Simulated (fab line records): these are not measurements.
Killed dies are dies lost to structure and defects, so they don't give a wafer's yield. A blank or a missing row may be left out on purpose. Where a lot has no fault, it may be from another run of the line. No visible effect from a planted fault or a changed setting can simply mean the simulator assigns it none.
Which of the tools did it? ; flow n5 finfet ; at 1 step of a route of 1938, 24 lots with 72 wafers sampled

== WHAT EACH GAUGE READ, for each wafer ==
N5_BEOL_M1_INSPECT_30: inspects for defects (brightfield).
lot;measured;on;raw defect count
L074;day 6 06:40;defect inspect-01;523 356 334
L075;day 6 13:58;defect inspect-02;490 493 402
L076;day 6 14:15;defect inspect-01;424 483 468
L077;day 7 01:58;defect inspect-01;441 462 489
L078;day 7 07:55;defect inspect-01;369 583 360
L079;day 7 16:21;defect inspect-02;315 362 371
L080;day 7 22:18;defect inspect-02;458 389 358
L081;day 8 01:38;defect inspect-01;480 420 439
L082;day 8 04:44;defect inspect-02;436 393 395
L083;day 8 08:41;defect inspect-01;727 486 427
L084;day 8 22:56;defect inspect-02;419 429 408
L085;day 9 05:02;defect inspect-02;320 288 301
L087;day 9 11:48;defect inspect-02;588 372 573
L086;day 9 11:59;defect inspect-02;398 617 490
L088;day 9 12:02;defect inspect-02;506 395 428
L089;day 10 03:47;defect inspect-02;481 412 366
L090;day 10 04:55;defect inspect-01;398 438 473
L091;day 10 12:53;defect inspect-02;444 784 627
L092;day 10 18:43;defect inspect-01;405 383 488
L093;day 10 21:34;defect inspect-02;675 437 412
L094;day 11 10:20;defect inspect-01;541 432 446
L095;day 11 15:03;defect inspect-02;284 236 264
L097;day 11 20:16;defect inspect-02;360 353 359
L096;day 11 20:32;defect inspect-02;290 321 500

== TOOL THAT RAN EACH LOT (tool first, then ch and the chambers of the sampled wafers, then the start) ==
The record holds no process step before these readings.

== AS READ BY THE TOOLS THEMSELVES (means over the sampled wafers that have a number; for cases with no such wafer, the mark the record gives instead) ==
The record holds no such reading with a usual standard deviation.

== THE ANSWER, worked out from the rows above alone ==
Rule: the lots themselves supply what counts as usual. Put in order of their means at a reading, lots are off if they are a third of the lots or fewer, leave a main group of 4 or more, and stand apart from it by a gap of 3 or more times the standard deviation of the main group's means; of several such gaps the widest counts. A main group is skipped when, at the precision printed for the reading in the tables above, its means are all equal. Also off: a lot with no number at a reading for which 4 or more lots have one. All remaining lots with rows at the step are treated as sound. After the gauges, taken in route order, come the tools' own readings; for these a lot's mean is taken, as printed above. At the first step where some lot is off, the reading lying furthest off is the one used; lots without a number count as furthest.
None of the lots is off at any reading shown; this tells nothing.

== WHAT THE SIMULATOR PUT IN ==
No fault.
